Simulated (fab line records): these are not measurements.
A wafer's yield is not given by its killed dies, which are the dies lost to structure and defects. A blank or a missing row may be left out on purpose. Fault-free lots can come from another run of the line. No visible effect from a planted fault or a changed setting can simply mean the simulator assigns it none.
Which tool was responsible? / flow n5_finfet / 24 lots, 72 wafers sampled, at 5 steps of a route of 1938

## WHAT THE GAUGES READ, wafer by wafer
N5_MIM_TOP_LITHO_INSPECT_12: inspects for defects (macro). Usual: raw_defect_count at 1.9, with a standard deviation of 1.4.
lot=L074; measured=day 13 01:39; on=defect_inspect-01; raw_defect_count=1 3 1; flag=
lot=L075; measured=day 13 20:43; on=defect_inspect-01; raw_defect_count=0 3 2; flag=
lot=L078; measured=day 14 10:56; on=defect_inspect-02; raw_defect_count=5 1 0; flag=
lot=L076; measured=day 14 11:26; on=defect_inspect-02; raw_defect_count=0 2 2; flag=
lot=L077; measured=day 14 14:34; on=defect_inspect-02; raw_defect_count=3 3 1; flag=
lot=L079; measured=day 14 22:04; on=defect_inspect-02; raw_defect_count=0 4 3; flag=
lot=L083; measured=day 15 00:32; on=defect_inspect-01; raw_defect_count=0 5 1; flag=
lot=L082; measured=day 15 03:31; on=defect_inspect-02; raw_defect_count=1 1 2; flag=
lot=L080; measured=day 15 13:47; on=defect_inspect-02; raw_defect_count=4 1 1; flag=
lot=L084; measured=day 16 05:07; on=defect_inspect-01; raw_defect_count=1 0 2; flag=
lot=L081; measured=day 16 06:14; on=defect_inspect-02; raw_defect_count=2 0 1; flag=
lot=L085; measured=day 16 09:23; on=defect_inspect-01; raw_defect_count=4 1 2; flag=
lot=L088; measured=day 17 01:44; on=defect_inspect-02; raw_defect_count=0 2 5; flag=
lot=L087; measured=day 17 04:05; on=defect_inspect-01; raw_defect_count=2 1 1; flag=
lot=L089; measured=day 17 04:58; on=defect_inspect-01; raw_defect_count=1 6 2; flag=
lot=L086; measured=day 17 22:58; on=defect_inspect-02; raw_defect_count=2 0 1; flag=
lot=L091; measured=day 17 23:54; on=defect_inspect-01; raw_defect_count=2 0 2; flag=
lot=L093; measured=day 18 14:02; on=defect_inspect-02; raw_defect_count=2 1 1; flag=
lot=L092; measured=day 18 19:17; on=defect_inspect-02; raw_defect_count=3 3 1; flag=
lot=L094; measured=day 19 16:23; on=defect_inspect-02; raw_defect_count=4 2 2; flag=
lot=L090; measured=day 20 02:48; on=defect_inspect-01; raw_defect_count=2 2 1; flag=
lot=L097; measured=day 20 11:41; on=defect_inspect-01; raw_defect_count=3 1 1; flag=
lot=L096; measured=day 20 11:56; on=defect_inspect-02; raw_defect_count=1 1 2; flag=
lot=L095; measured=day 20 23:11; on=defect_inspect-01; raw_defect_count=3 2 1; flag=

## WHAT TOOL EACH LOT RAN ON (gives the tool, then ch and the chambers of the sampled wafers, and finally the start)
lot=L074; N5_BEOL_M14_PRE_CLEAN_42=pvd_sputter-03, day 12 12:53; N5_BEOL_M15_ETCH_61=rie_diel-03 ch 1,2,3, day 12 16:41; N5_BEOL_M15_STRIP_36=rie_diel-06 ch 0,3, day 12 19:47; N5_MIM_TOP_DEGAS_04=pvd_sputter-01, day 13 01:10
lot=L075; N5_BEOL_M14_PRE_CLEAN_42=pvd_sputter-03, day 13 08:37; N5_BEOL_M15_ETCH_61=rie_diel-06 ch 1,2, day 13 13:04; N5_BEOL_M15_STRIP_36=rie_diel-06 ch 0,1,3, day 13 14:57; N5_MIM_TOP_DEGAS_04=pvd_sputter-03, day 13 20:06
lot=L078; N5_BEOL_M14_PRE_CLEAN_42=pvd_sputter-03, day 13 14:56; N5_BEOL_M15_ETCH_61=rie_diel-06 ch 0,1,3, day 13 18:48; N5_BEOL_M15_STRIP_36=rie_diel-03 ch 1,3, day 14 02:03; N5_MIM_TOP_DEGAS_04=pvd_sputter-03, day 14 10:27
lot=L076; N5_BEOL_M14_PRE_CLEAN_42=pvd_sputter-03, day 14 01:25; N5_BEOL_M15_ETCH_61=rie_diel-03 ch 1,2,3, day 14 04:55; N5_BEOL_M15_STRIP_36=rie_diel-03 ch 0,3, day 14 05:38; N5_MIM_TOP_DEGAS_04=pvd_sputter-02, day 14 10:49
lot=L077; N5_BEOL_M14_PRE_CLEAN_42=pvd_sputter-01, day 14 02:11; N5_BEOL_M15_ETCH_61=rie_diel-02 ch 1,2,3, day 14 06:20; N5_BEOL_M15_STRIP_36=rie_diel-03 ch 1,2, day 14 09:12; N5_MIM_TOP_DEGAS_04=pvd_sputter-02, day 14 14:05
lot=L079; N5_BEOL_M14_PRE_CLEAN_42=pvd_sputter-03, day 14 12:29; N5_BEOL_M15_ETCH_61=rie_diel-03 ch 0,2,3, day 14 16:35; N5_BEOL_M15_STRIP_36=rie_diel-06 ch 1,2,3, day 14 16:54; N5_MIM_TOP_DEGAS_04=pvd_sputter-02, day 14 21:35
lot=L083; N5_BEOL_M14_PRE_CLEAN_42=pvd_sputter-01, day 14 14:04; N5_BEOL_M15_ETCH_61=rie_diel-02 ch 2,3, day 14 17:49; N5_BEOL_M15_STRIP_36=rie_diel-02 ch 0,3, day 14 18:13; N5_MIM_TOP_DEGAS_04=pvd_sputter-02, day 14 23:55
lot=L082; N5_BEOL_M14_PRE_CLEAN_42=pvd_sputter-03, day 14 17:13; N5_BEOL_M15_ETCH_61=rie_diel-02 ch 0,2,3, day 14 21:01; N5_BEOL_M15_STRIP_36=rie_diel-02 ch 1,2,3, day 14 22:42; N5_MIM_TOP_DEGAS_04=pvd_sputter-01, day 15 02:54
lot=L080; N5_BEOL_M14_PRE_CLEAN_42=pvd_sputter-01, day 15 02:23; N5_BEOL_M15_ETCH_61=rie_diel-06 ch 0,1, day 15 06:23; N5_BEOL_M15_STRIP_36=rie_diel-06 ch 0,1,3, day 15 08:51; N5_MIM_TOP_DEGAS_04=pvd_sputter-02, day 15 13:18
lot=L084; N5_BEOL_M14_PRE_CLEAN_42=pvd_sputter-02, day 15 15:55; N5_BEOL_M15_ETCH_61=rie_diel-06 ch 0,1, day 15 19:39; N5_BEOL_M15_STRIP_36=rie_diel-03 ch 0,1,2, day 15 22:41; N5_MIM_TOP_DEGAS_04=pvd_sputter-03, day 16 04:31
lot=L081; N5_BEOL_M14_PRE_CLEAN_42=pvd_sputter-03, day 15 19:20; N5_BEOL_M15_ETCH_61=rie_diel-06 ch 0,1, day 15 23:22; N5_BEOL_M15_STRIP_36=rie_diel-02 ch 1,2, day 16 01:50; N5_MIM_TOP_DEGAS_04=pvd_sputter-02, day 16 05:44
lot=L085; N5_BEOL_M14_PRE_CLEAN_42=pvd_sputter-01, day 15 23:16; N5_BEOL_M15_ETCH_61=rie_diel-02 ch 0,1, day 16 02:55; N5_BEOL_M15_STRIP_36=rie_diel-02 ch 0,2, day 16 04:35; N5_MIM_TOP_DEGAS_04=pvd_sputter-03, day 16 08:54
lot=L088; N5_BEOL_M14_PRE_CLEAN_42=pvd_sputter-03, day 16 08:37; N5_BEOL_M15_ETCH_61=rie_diel-03 ch 0,1,3, day 16 12:20; N5_BEOL_M15_STRIP_36=rie_diel-02 ch 0,1,3, day 16 17:03; N5_MIM_TOP_DEGAS_04=pvd_sputter-03, day 17 01:08
lot=L087; N5_BEOL_M14_PRE_CLEAN_42=pvd_sputter-02, day 16 12:39; N5_BEOL_M15_ETCH_61=rie_diel-02 ch 0,1,2, day 16 16:25; N5_BEOL_M15_STRIP_36=rie_diel-06 ch 0,1,2, day 16 17:11; N5_MIM_TOP_DEGAS_04=pvd_sputter-02, day 17 03:28
lot=L089; N5_BEOL_M14_PRE_CLEAN_42=pvd_sputter-01, day 16 17:32; N5_BEOL_M15_ETCH_61=rie_diel-02 ch 2,3, day 16 21:05; N5_BEOL_M15_STRIP_36=rie_diel-02 ch 0,1,3, day 17 00:11; N5_MIM_TOP_DEGAS_04=pvd_sputter-03, day 17 04:20
lot=L086; N5_BEOL_M14_PRE_CLEAN_42=pvd_sputter-02, day 17 00:46; N5_BEOL_M15_ETCH_61=rie_diel-06 ch 0,1, day 17 04:55; N5_BEOL_M15_STRIP_36=rie_diel-02 ch 0,2,3, day 17 17:02; N5_MIM_TOP_DEGAS_04=pvd_sputter-03, day 17 22:21
lot=L091; N5_BEOL_M14_PRE_CLEAN_42=pvd_sputter-01, day 17 00:49; N5_BEOL_M15_ETCH_61=rie_diel-06 ch 1,2, day 17 05:11; N5_BEOL_M15_STRIP_36=rie_diel-06 ch 0,2, day 17 17:22; N5_MIM_TOP_DEGAS_04=pvd_sputter-03, day 17 23:17
lot=L093; N5_BEOL_M14_PRE_CLEAN_42=pvd_sputter-02, day 17 22:29; N5_BEOL_M15_ETCH_61=rie_diel-03 ch 0,3, day 18 02:17; N5_BEOL_M15_STRIP_36=rie_diel-06 ch 1,3, day 18 06:16; N5_MIM_TOP_DEGAS_04=pvd_sputter-02, day 18 13:32
lot=L092; N5_BEOL_M14_PRE_CLEAN_42=pvd_sputter-03, day 18 07:05; N5_BEOL_M15_ETCH_61=rie_diel-03 ch 1,3, day 18 10:39; N5_BEOL_M15_STRIP_36=rie_diel-06 ch 1,3, day 18 13:34; N5_MIM_TOP_DEGAS_04=pvd_sputter-03, day 18 18:47
lot=L094; N5_BEOL_M14_PRE_CLEAN_42=pvd_sputter-02, day 18 18:23; N5_BEOL_M15_ETCH_61=rie_diel-03 ch 0,2,3, day 18 22:06; N5_BEOL_M15_STRIP_36=rie_diel-03 ch 1,2, day 19 02:50; N5_MIM_TOP_DEGAS_04=pvd_sputter-03, day 19 15:53
lot=L090; N5_BEOL_M14_PRE_CLEAN_42=pvd_sputter-03, day 19 15:20; N5_BEOL_M15_ETCH_61=rie_diel-03 ch 0,2,3, day 19 18:55; N5_BEOL_M15_STRIP_36=rie_diel-03 ch 0,2, day 19 21:10; N5_MIM_TOP_DEGAS_04=pvd_sputter-03, day 20 02:18
lot=L097; N5_BEOL_M14_PRE_CLEAN_42=pvd_sputter-02, day 19 21:46; N5_BEOL_M15_ETCH_61=rie_diel-02 ch 0,2, day 20 01:30; N5_BEOL_M15_STRIP_36=rie_diel-03 ch 0,1,3, day 20 01:47; N5_MIM_TOP_DEGAS_04=pvd_sputter-02, day 20 11:12
lot=L096; N5_BEOL_M14_PRE_CLEAN_42=pvd_sputter-03, day 19 22:23; N5_BEOL_M15_ETCH_61=rie_diel-03 ch 0,1,2, day 20 02:24; N5_BEOL_M15_STRIP_36=rie_diel-02 ch 2,3, day 20 03:29; N5_MIM_TOP_DEGAS_04=pvd_sputter-02, day 20 11:19
lot=L095; N5_BEOL_M14_PRE_CLEAN_42=pvd_sputter-02, day 20 08:58; N5_BEOL_M15_ETCH_61=rie_diel-06 ch 1,2,3, day 20 12:44; N5_BEOL_M15_STRIP_36=rie_diel-02 ch 0,2,3, day 20 13:13; N5_MIM_TOP_DEGAS_04=pvd_sputter-03, day 20 22:34
- N5_BEOL_M14_PRE_CLEAN_42: time 30 s.
- N5_BEOL_M15_ETCH_61: etches BARC in N2/H2, target depth 89 nm, overetch 26.7 nm, time 67.9 s.
- N5_BEOL_M15_STRIP_36: strips in O2.
- N5_MIM_TOP_DEGAS_04: time 60 s.

## AS READ BY THE TOOLS THEMSELVES (means over the sampled wafers that have a number; for cases with no such wafer, the mark the record gives instead)
N5_BEOL_M14_PRE_CLEAN_42. Usual: heater_power_w at 458 W, with a standard deviation of 32.
lot=L074; tool=pvd_sputter-03; heater_power_w (W)=458; flag=
lot=L075; tool=pvd_sputter-03; heater_power_w (W)=471; flag=
lot=L078; tool=pvd_sputter-03; heater_power_w (W)=457; flag=
lot=L076; tool=pvd_sputter-03; heater_power_w (W)=446; flag=
lot=L077; tool=pvd_sputter-01; heater_power_w (W)=455; flag=
lot=L079; tool=pvd_sputter-03; heater_power_w (W)=468; flag=
lot=L083; tool=pvd_sputter-01; heater_power_w (W)=478; flag=
lot=L082; tool=pvd_sputter-03; heater_power_w (W)=466; flag=
lot=L080; tool=pvd_sputter-01; heater_power_w (W)=465; flag=
lot=L084; tool=pvd_sputter-02; heater_power_w (W)=411; flag=
lot=L081; tool=pvd_sputter-03; heater_power_w (W)=471; flag=
lot=L085; tool=pvd_sputter-01; heater_power_w (W)=456; flag=
lot=L088; tool=pvd_sputter-03; heater_power_w (W)=462; flag=
lot=L087; tool=pvd_sputter-02; heater_power_w (W)=441; flag=
lot=L089; tool=pvd_sputter-01; heater_power_w (W)=459; flag=
lot=L086; tool=pvd_sputter-02; heater_power_w (W)=435; flag=
lot=L091; tool=pvd_sputter-01; heater_power_w (W)=470; flag=
lot=L093; tool=pvd_sputter-02; heater_power_w (W)=455; flag=
lot=L092; tool=pvd_sputter-03; heater_power_w (W)=479; flag=
lot=L094; tool=pvd_sputter-02; heater_power_w (W)=427; flag=
lot=L090; tool=pvd_sputter-03; heater_power_w (W)=482; flag=
lot=L097; tool=pvd_sputter-02; heater_power_w (W)=457; flag=
lot=L096; tool=pvd_sputter-03; heater_power_w (W)=466; flag=
lot=L095; tool=pvd_sputter-02; heater_power_w (W)=437; flag=

N5_BEOL_M15_ETCH_61. Usual: bias_w 150.1 W, standard deviation 0.44; drypump_motor_current_A 5.6 A, standard deviation 0.38; oes_product_au 0.67 a.u., standard deviation 0.066; rf_vpp_V 523.5 V, standard deviation 2.7; showerhead_plenum_p_Torr 2.53 Torr, standard deviation 0.086; throttle_valve_pct 17.88 %, standard deviation 0.25.
lot=L074; tool=rie_diel-03; bias_w (W)=149.8; drypump_motor_current_A (A)=5.6; oes_product_au (a.u.)=0.62; rf_vpp_V (V)=524.7; showerhead_plenum_p_Torr (Torr)=2.58; throttle_valve_pct (%)=18.03; flag=
lot=L075; tool=rie_diel-06; bias_w (W)=150.0; drypump_motor_current_A (A)=5.6; oes_product_au (a.u.)=0.68; rf_vpp_V (V)=522.4; showerhead_plenum_p_Torr (Torr)=2.48; throttle_valve_pct (%)=17.80; flag=
lot=L078; tool=rie_diel-06; bias_w (W)=149.6; drypump_motor_current_A (A)=5.6; oes_product_au (a.u.)=0.68; rf_vpp_V (V)=522.1; showerhead_plenum_p_Torr (Torr)=2.51; throttle_valve_pct (%)=17.76; flag=
lot=L076; tool=rie_diel-03; bias_w (W)=150.1; drypump_motor_current_A (A)=5.6; oes_product_au (a.u.)=0.68; rf_vpp_V (V)=525.1; showerhead_plenum_p_Torr (Torr)=2.58; throttle_valve_pct (%)=17.88; flag=
lot=L077; tool=rie_diel-02; bias_w (W)=150.6; drypump_motor_current_A (A)=5.5; oes_product_au (a.u.)=0.63; rf_vpp_V (V)=523.3; showerhead_plenum_p_Torr (Torr)=2.51; throttle_valve_pct (%)=17.86; flag=
lot=L079; tool=rie_diel-03; bias_w (W)=150.0; drypump_motor_current_A (A)=5.4; oes_product_au (a.u.)=0.70; rf_vpp_V (V)=526.5; showerhead_plenum_p_Torr (Torr)=2.61; throttle_valve_pct (%)=18.00; flag=
lot=L083; tool=rie_diel-02; bias_w (W)=150.0; drypump_motor_current_A (A)=5.5; oes_product_au (a.u.)=0.61; rf_vpp_V (V)=521.5; showerhead_plenum_p_Torr (Torr)=2.46; throttle_valve_pct (%)=17.95; flag=
lot=L082; tool=rie_diel-02; bias_w (W)=150.4; drypump_motor_current_A (A)=5.5; oes_product_au (a.u.)=0.63; rf_vpp_V (V)=521.7; showerhead_plenum_p_Torr (Torr)=2.45; throttle_valve_pct (%)=17.96; flag=
lot=L080; tool=rie_diel-06; bias_w (W)=150.0; drypump_motor_current_A (A)=5.4; oes_product_au (a.u.)=0.70; rf_vpp_V (V)=523.6; showerhead_plenum_p_Torr (Torr)=2.52; throttle_valve_pct (%)=17.69; flag=
lot=L084; tool=rie_diel-06; bias_w (W)=149.9; drypump_motor_current_A (A)=5.5; oes_product_au (a.u.)=0.71; rf_vpp_V (V)=522.5; showerhead_plenum_p_Torr (Torr)=2.49; throttle_valve_pct (%)=17.66; flag=
lot=L081; tool=rie_diel-06; bias_w (W)=150.3; drypump_motor_current_A (A)=5.4; oes_product_au (a.u.)=0.69; rf_vpp_V (V)=523.9; showerhead_plenum_p_Torr (Torr)=2.52; throttle_valve_pct (%)=17.69; flag=
lot=L085; tool=rie_diel-02; bias_w (W)=150.2; drypump_motor_current_A (A)=5.5; oes_product_au (a.u.)=0.66; rf_vpp_V (V)=523.1; showerhead_plenum_p_Torr (Torr)=2.52; throttle_valve_pct (%)=17.87; flag=
lot=L088; tool=rie_diel-03; bias_w (W)=150.0; drypump_motor_current_A (A)=5.8; oes_product_au (a.u.)=0.64; rf_vpp_V (V)=524.2; showerhead_plenum_p_Torr (Torr)=2.58; throttle_valve_pct (%)=18.12; flag=
lot=L087; tool=rie_diel-02; bias_w (W)=150.1; drypump_motor_current_A (A)=5.5; oes_product_au (a.u.)=0.64; rf_vpp_V (V)=522.6; showerhead_plenum_p_Torr (Torr)=2.53; throttle_valve_pct (%)=17.86; flag=
lot=L089; tool=rie_diel-02; bias_w (W)=150.0; drypump_motor_current_A (A)=5.6; oes_product_au (a.u.)=0.74; rf_vpp_V (V)=527.5; showerhead_plenum_p_Torr (Torr)=2.63; throttle_valve_pct (%)=17.72; flag=
lot=L086; tool=rie_diel-06; bias_w (W)=150.2; drypump_motor_current_A (A)=5.4; oes_product_au (a.u.)=0.68; rf_vpp_V (V)=522.9; showerhead_plenum_p_Torr (Torr)=2.51; throttle_valve_pct (%)=17.72; flag=
lot=L091; tool=rie_diel-06; bias_w (W)=150.1; drypump_motor_current_A (A)=5.6; oes_product_au (a.u.)=0.66; rf_vpp_V (V)=521.1; showerhead_plenum_p_Torr (Torr)=2.47; throttle_valve_pct (%)=17.86; flag=
lot=L093; tool=rie_diel-03; bias_w (W)=150.5; drypump_motor_current_A (A)=5.6; oes_product_au (a.u.)=0.66; rf_vpp_V (V)=525.2; showerhead_plenum_p_Torr (Torr)=2.61; throttle_valve_pct (%)=18.25; flag=
lot=L092; tool=rie_diel-03; bias_w (W)=150.3; drypump_motor_current_A (A)=6.0; oes_product_au (a.u.)=0.62; rf_vpp_V (V)=524.0; showerhead_plenum_p_Torr (Torr)=2.55; throttle_valve_pct (%)=18.03; flag=
lot=L094; tool=rie_diel-03; bias_w (W)=150.6; drypump_motor_current_A (A)=5.4; oes_product_au (a.u.)=0.68; rf_vpp_V (V)=525.6; showerhead_plenum_p_Torr (Torr)=2.60; throttle_valve_pct (%)=18.02; flag=
lot=L090; tool=rie_diel-03; bias_w (W)=150.0; drypump_motor_current_A (A)=5.4; oes_product_au (a.u.)=0.67; rf_vpp_V (V)=524.8; showerhead_plenum_p_Torr (Torr)=2.60; throttle_valve_pct (%)=18.05; flag=
lot=L097; tool=rie_diel-02; bias_w (W)=150.5; drypump_motor_current_A (A)=5.5; oes_product_au (a.u.)=0.77; rf_vpp_V (V)=521.4; showerhead_plenum_p_Torr (Torr)=2.47; throttle_valve_pct (%)=17.79; flag=
lot=L096; tool=rie_diel-03; bias_w (W)=149.7; drypump_motor_current_A (A)=6.0; oes_product_au (a.u.)=0.67; rf_vpp_V (V)=524.9; showerhead_plenum_p_Torr (Torr)=2.56; throttle_valve_pct (%)=17.88; flag=
lot=L095; tool=rie_diel-06; bias_w (W)=150.0; drypump_motor_current_A (A)=5.7; oes_product_au (a.u.)=0.68; rf_vpp_V (V)=521.1; showerhead_plenum_p_Torr (Torr)=2.45; throttle_valve_pct (%)=17.85; flag=

N5_BEOL_M15_STRIP_36. Usual: drypump_motor_current_A 5.6 A, standard deviation 0.34; oes_product_au 0.79 a.u., standard deviation 0.08; rf_vpp_V 3.6 V, standard deviation 0.89; showerhead_plenum_p_Torr 2.09 Torr, standard deviation 0.073; throttle_valve_pct 16.68 %, standard deviation 0.19.
lot=L074; tool=rie_diel-06; drypump_motor_current_A (A)=5.6; oes_product_au (a.u.)=0.81; rf_vpp_V (V)=3.4; showerhead_plenum_p_Torr (Torr)=2.07; throttle_valve_pct (%)=16.61; flag=
lot=L075; tool=rie_diel-06; drypump_motor_current_A (A)=5.6; oes_product_au (a.u.)=0.79; rf_vpp_V (V)=2.9; showerhead_plenum_p_Torr (Torr)=2.08; throttle_valve_pct (%)=16.68; flag=
lot=L078; tool=rie_diel-03; drypump_motor_current_A (A)=5.4; oes_product_au (a.u.)=0.73; rf_vpp_V (V)=3.6; showerhead_plenum_p_Torr (Torr)=2.14; throttle_valve_pct (%)=16.99; flag=
lot=L076; tool=rie_diel-03; drypump_motor_current_A (A)=5.3; oes_product_au (a.u.)=0.75; rf_vpp_V (V)=3.6; showerhead_plenum_p_Torr (Torr)=2.15; throttle_valve_pct (%)=16.90; flag=
lot=L077; tool=rie_diel-03; drypump_motor_current_A (A)=6.1; oes_product_au (a.u.)=0.81; rf_vpp_V (V)=3.5; showerhead_plenum_p_Torr (Torr)=2.13; throttle_valve_pct (%)=16.77; flag=
lot=L079; tool=rie_diel-06; drypump_motor_current_A (A)=5.7; oes_product_au (a.u.)=0.74; rf_vpp_V (V)=4.2; showerhead_plenum_p_Torr (Torr)=2.03; throttle_valve_pct (%)=16.76; flag=
lot=L083; tool=rie_diel-02; drypump_motor_current_A (A)=5.6; oes_product_au (a.u.)=0.73; rf_vpp_V (V)=3.6; showerhead_plenum_p_Torr (Torr)=1.97; throttle_valve_pct (%)=16.73; flag=
lot=L082; tool=rie_diel-02; drypump_motor_current_A (A)=5.5; oes_product_au (a.u.)=0.74; rf_vpp_V (V)=3.6; showerhead_plenum_p_Torr (Torr)=2.07; throttle_valve_pct (%)=16.71; flag=
lot=L080; tool=rie_diel-06; drypump_motor_current_A (A)=5.5; oes_product_au (a.u.)=0.78; rf_vpp_V (V)=3.2; showerhead_plenum_p_Torr (Torr)=2.07; throttle_valve_pct (%)=16.68; flag=
lot=L084; tool=rie_diel-03; drypump_motor_current_A (A)=5.9; oes_product_au (a.u.)=0.80; rf_vpp_V (V)=3.6; showerhead_plenum_p_Torr (Torr)=2.13; throttle_valve_pct (%)=16.72; flag=
lot=L081; tool=rie_diel-02; drypump_motor_current_A (A)=5.4; oes_product_au (a.u.)=0.77; rf_vpp_V (V)=2.8; showerhead_plenum_p_Torr (Torr)=2.15; throttle_valve_pct (%)=16.61; flag=
lot=L085; tool=rie_diel-02; drypump_motor_current_A (A)=5.5; oes_product_au (a.u.)=0.72; rf_vpp_V (V)=3.9; showerhead_plenum_p_Torr (Torr)=2.06; throttle_valve_pct (%)=16.78; flag=
lot=L088; tool=rie_diel-02; drypump_motor_current_A (A)=5.5; oes_product_au (a.u.)=0.84; rf_vpp_V (V)=3.5; showerhead_plenum_p_Torr (Torr)=2.14; throttle_valve_pct (%)=16.50; flag=
lot=L087; tool=rie_diel-06; drypump_motor_current_A (A)=5.5; oes_product_au (a.u.)=0.79; rf_vpp_V (V)=3.2; showerhead_plenum_p_Torr (Torr)=2.04; throttle_valve_pct (%)=16.74; flag=
lot=L089; tool=rie_diel-02; drypump_motor_current_A (A)=5.5; oes_product_au (a.u.)=0.83; rf_vpp_V (V)=4.9; showerhead_plenum_p_Torr (Torr)=2.13; throttle_valve_pct (%)=16.51; flag=
lot=L086; tool=rie_diel-02; drypump_motor_current_A (A)=5.6; oes_product_au (a.u.)=0.78; rf_vpp_V (V)=3.0; showerhead_plenum_p_Torr (Torr)=2.09; throttle_valve_pct (%)=16.64; flag=
lot=L091; tool=rie_diel-06; drypump_motor_current_A (A)=5.8; oes_product_au (a.u.)=0.77; rf_vpp_V (V)=3.3; showerhead_plenum_p_Torr (Torr)=1.99; throttle_valve_pct (%)=16.77; flag=
lot=L093; tool=rie_diel-06; drypump_motor_current_A (A)=5.7; oes_product_au (a.u.)=0.89; rf_vpp_V (V)=3.8; showerhead_plenum_p_Torr (Torr)=2.05; throttle_valve_pct (%)=16.54; flag=
lot=L092; tool=rie_diel-06; drypump_motor_current_A (A)=5.6; oes_product_au (a.u.)=0.89; rf_vpp_V (V)=3.8; showerhead_plenum_p_Torr (Torr)=2.05; throttle_valve_pct (%)=16.51; flag=
lot=L094; tool=rie_diel-03; drypump_motor_current_A (A)=6.1; oes_product_au (a.u.)=0.76; rf_vpp_V (V)=3.8; showerhead_plenum_p_Torr (Torr)=2.12; throttle_valve_pct (%)=16.84; flag=
lot=L090; tool=rie_diel-03; drypump_motor_current_A (A)=5.6; oes_product_au (a.u.)=0.83; rf_vpp_V (V)=4.2; showerhead_plenum_p_Torr (Torr)=2.15; throttle_valve_pct (%)=16.60; flag=
lot=L097; tool=rie_diel-03; drypump_motor_current_A (A)=5.8; oes_product_au (a.u.)=0.75; rf_vpp_V (V)=3.0; showerhead_plenum_p_Torr (Torr)=2.12; throttle_valve_pct (%)=16.91; flag=
lot=L096; tool=rie_diel-02; drypump_motor_current_A (A)=5.6; oes_product_au (a.u.)=0.95; rf_vpp_V (V)=3.4; showerhead_plenum_p_Torr (Torr)=2.11; throttle_valve_pct (%)=16.47; flag=
lot=L095; tool=rie_diel-02; drypump_motor_current_A (A)=5.6; oes_product_au (a.u.)=0.86; rf_vpp_V (V)=3.7; showerhead_plenum_p_Torr (Torr)=2.09; throttle_valve_pct (%)=16.54; flag=

N5_MIM_TOP_DEGAS_04. Usual: heater_power_w at 455 W, with a standard deviation of 30.
lot=L074; tool=pvd_sputter-01; heater_power_w (W)=442; flag=
lot=L075; tool=pvd_sputter-03; heater_power_w (W)=457; flag=
lot=L078; tool=pvd_sputter-03; heater_power_w (W)=469; flag=
lot=L076; tool=pvd_sputter-02; heater_power_w (W)=450; flag=
lot=L077; tool=pvd_sputter-02; heater_power_w (W)=442; flag=
lot=L079; tool=pvd_sputter-02; heater_power_w (W)=452; flag=
lot=L083; tool=pvd_sputter-02; heater_power_w (W)=451; flag=
lot=L082; tool=pvd_sputter-01; heater_power_w (W)=494; flag=
lot=L080; tool=pvd_sputter-02; heater_power_w (W)=464; flag=
lot=L084; tool=pvd_sputter-03; heater_power_w (W)=458; flag=
lot=L081; tool=pvd_sputter-02; heater_power_w (W)=452; flag=
lot=L085; tool=pvd_sputter-03; heater_power_w (W)=452; flag=
lot=L088; tool=pvd_sputter-03; heater_power_w (W)=465; flag=
lot=L087; tool=pvd_sputter-02; heater_power_w (W)=439; flag=
lot=L089; tool=pvd_sputter-03; heater_power_w (W)=476; flag=
lot=L086; tool=pvd_sputter-03; heater_power_w (W)=490; flag=
lot=L091; tool=pvd_sputter-03; heater_power_w (W)=451; flag=
lot=L093; tool=pvd_sputter-02; heater_power_w (W)=425; flag=
lot=L092; tool=pvd_sputter-03; heater_power_w (W)=473; flag=
lot=L094; tool=pvd_sputter-03; heater_power_w (W)=451; flag=
lot=L090; tool=pvd_sputter-03; heater_power_w (W)=474; flag=
lot=L097; tool=pvd_sputter-02; heater_power_w (W)=402; flag=
lot=L096; tool=pvd_sputter-02; heater_power_w (W)=414; flag=
lot=L095; tool=pvd_sputter-03; heater_power_w (W)=474; flag=

## THE ANSWER, worked out from the rows above alone
Rule: take the mean of a lot's wafers that have a number; if it is more than 3 standard deviations from the usual mean, the lot is off. Also off: a lot with no number at a reading for which 4 or more lots have one. All remaining lots with rows at the step are treated as sound. First the gauges in route order, then the tools' own readings, where a lot's mean is used as printed above. At the first step where some lot is off, the reading lying furthest off is the one used; lots without a number count as furthest.
None of the lots is off at any reading shown; this tells nothing.

## WHAT THE SIMULATOR PUT IN
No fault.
